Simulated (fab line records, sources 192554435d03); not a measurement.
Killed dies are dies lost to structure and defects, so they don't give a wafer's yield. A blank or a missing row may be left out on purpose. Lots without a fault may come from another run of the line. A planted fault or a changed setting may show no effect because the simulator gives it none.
Which tool did it? | flow n5_finfet | 9 lots, 27 wafers sampled, at 5 steps of a route of 1938

WHAT THE GAUGES READ, wafer by wafer
N5_BEOL_M4_RC_MEAS_101.
lot  | measured     | on        | DIBL_N (mV/V)
L300 | day 8 00:16  | prober-01 | 35.0 35.3 35.6
L303 | day 8 05:05  | prober-02 | 36.7 34.9 36.6
L304 | day 9 11:14  | prober-01 | 35.1 36.8 36.6
L306 | day 9 09:32  | prober-01 | 37.5 39.5 38.3
L311 | day 10 18:02 | prober-01 | 36.5 35.9 35.5
L312 | day 10 21:08 | prober-02 | 37.0 37.3 37.2
L318 | day 12 07:06 | prober-01 | 37.3 37.6 36.7
L319 | day 12 17:07 | prober-02 | 37.5 35.4 35.9
L320 | day 12 23:17 | prober-01 | 35.8 34.6 35.3

WHICH TOOL RAN EACH LOT (tool, then ch and the chambers of the sampled wafers, then the start)
lot  | N5_BEOL_M0_STRIP_140               | N5_BEOL_M0_DEGAS_112         | N5_BEOL_M0_ALD_136                 | N5_BEOL_M0_SPUTTER_134
L300 | rie_diel-04 ch 2,3, day 5 17:25    | pvd_sputter-01, day 5 18:15  | ald_metal-01 ch 0,2,3, day 5 18:22 | pvd_sputter-02, day 5 19:48
L303 | rie_diel-02 ch 0,1, day 6 11:09    | pvd_sputter-02, day 6 12:13  | ald_metal-04 ch 0,2,3, day 6 12:19 | pvd_sputter-02, day 6 13:08
L304 | rie_diel-06 ch 1,2, day 7 03:29    | pvd_sputter-02, day 7 04:56  | ald_metal-01 ch 0,3, day 7 05:16   | pvd_sputter-02, day 7 07:16
L306 | rie_diel-04 ch 0,2, day 7 07:18    | pvd_sputter-02, day 7 08:01  | ald_metal-02 ch 0,2,3, day 7 08:07 | pvd_sputter-03, day 7 09:17
L311 | rie_diel-02 ch 0,1,2, day 8 16:14  | pvd_sputter-02, day 8 17:01  | ald_metal-04 ch 1,2, day 8 17:07   | pvd_sputter-03, day 8 19:38
L312 | rie_diel-02 ch 0,1,2, day 8 19:43  | pvd_sputter-03, day 8 20:48  | ald_metal-02 ch 0,1,2, day 8 20:54 | pvd_sputter-03, day 8 21:53
L318 | rie_diel-06 ch 1,2,3, day 10 09:43 | pvd_sputter-02, day 10 11:13 | ald_metal-01 ch 0,1, day 10 11:21  | pvd_sputter-02, day 10 13:38
L319 | rie_diel-06 ch 1,2,3, day 10 17:07 | pvd_sputter-02, day 10 18:14 | ald_metal-01 ch 0,3, day 10 18:22  | pvd_sputter-02, day 10 20:33
L320 | rie_diel-06 ch 0,2,3, day 10 21:46 | pvd_sputter-02, day 10 23:20 | ald_metal-02 ch 1,2, day 10 23:27  | pvd_sputter-01, day 11 00:13
- N5_BEOL_M0_STRIP_140: strips in CF4.
- N5_BEOL_M0_DEGAS_112: time 60 s.
- N5_BEOL_M0_ALD_136: deposits TaN, pulse time 2 s, purge time 3 s, co reactant purge time 2 s.
- N5_BEOL_M0_SPUTTER_134: material Cu, target thk 4 nm, time 7.37 s.

THE ANSWER, worked out from the rows above alone
Rule: what is usual is taken from the lots themselves. Put in order of their means at a reading, lots are off if they are a third of the lots or fewer, leave a main group of 4 or more, and stand apart from it by a gap of 3 or more times the standard deviation of the main group's means; of several such gaps the widest counts. A main group whose means are all the same, to the digits that the tables above print for the reading, isn't used. A lot without any number at a reading at which 4 lots or more have one is off too. The other lots that the step has rows for count as sound.
No lot is off at any reading shown: from this, nothing can be told.

WHAT THE SIMULATOR HAD PUT IN
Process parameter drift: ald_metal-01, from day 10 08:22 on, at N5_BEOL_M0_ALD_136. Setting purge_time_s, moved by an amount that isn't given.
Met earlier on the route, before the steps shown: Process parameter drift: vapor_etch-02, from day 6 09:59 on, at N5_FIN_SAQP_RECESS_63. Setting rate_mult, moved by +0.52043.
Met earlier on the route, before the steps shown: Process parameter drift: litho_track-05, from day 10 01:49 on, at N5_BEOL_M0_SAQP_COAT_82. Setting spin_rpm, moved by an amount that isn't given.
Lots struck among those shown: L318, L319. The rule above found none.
